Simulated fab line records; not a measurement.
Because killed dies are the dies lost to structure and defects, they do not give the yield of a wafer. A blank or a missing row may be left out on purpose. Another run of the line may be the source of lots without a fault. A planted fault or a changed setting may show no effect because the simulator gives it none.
Chamber matching | flow n5-finfet | 3 sister chambers for N5_BEOL_M0_SAQP_ETCH_107 on rie-diel-02
The step etches SiNx in CH3F/O2, target depth 30 nm. 3 wafers are shown with their chamber, then 5 later ones without.

## WAFERS PAIRED WITH THEIR CHAMBERS
wafer  | chamber | drypump-motor-current-A (A)
L482.5 | 0       | 5.5
L495.2 | 1       | 5.7
L495.6 | 3       | 6.3

## WAFERS WITH NO CHAMBER GIVEN
wafer  | drypump-motor-current-A (A)
L496.3 | 5.7
L496.5 | 5.5
L497.3 | 5.7
L497.5 | 6.2
L497.6 | 5.5

## EACH ONE'S CHAMBER
wafer  | from the rows above | in truth
L496.3 | 1                   | 1
L496.5 | 0                   | 0
L497.3 | 1                   | 1
L497.5 | 3                   | 3
L497.6 | 0                   | 0
5 of 5 placed correctly. From these rows, 0 cannot be placed. Placed wrongly: 0.
How it was worked out, from the rows above alone: a wafer's distance from a chamber is the root of the sum, over the readings, of the square of ((its reading less the chamber's mean) divided by the reading's scatter). The wafer belongs to the nearest chamber; if the next one is less than 2 further off, it can't be placed. For every chamber, the mean is computed from those of its wafers that are shown. The scatter: with one shown wafer a chamber, the root of the mean of the squares of how far each hidden wafer lies from its nearest shown one.
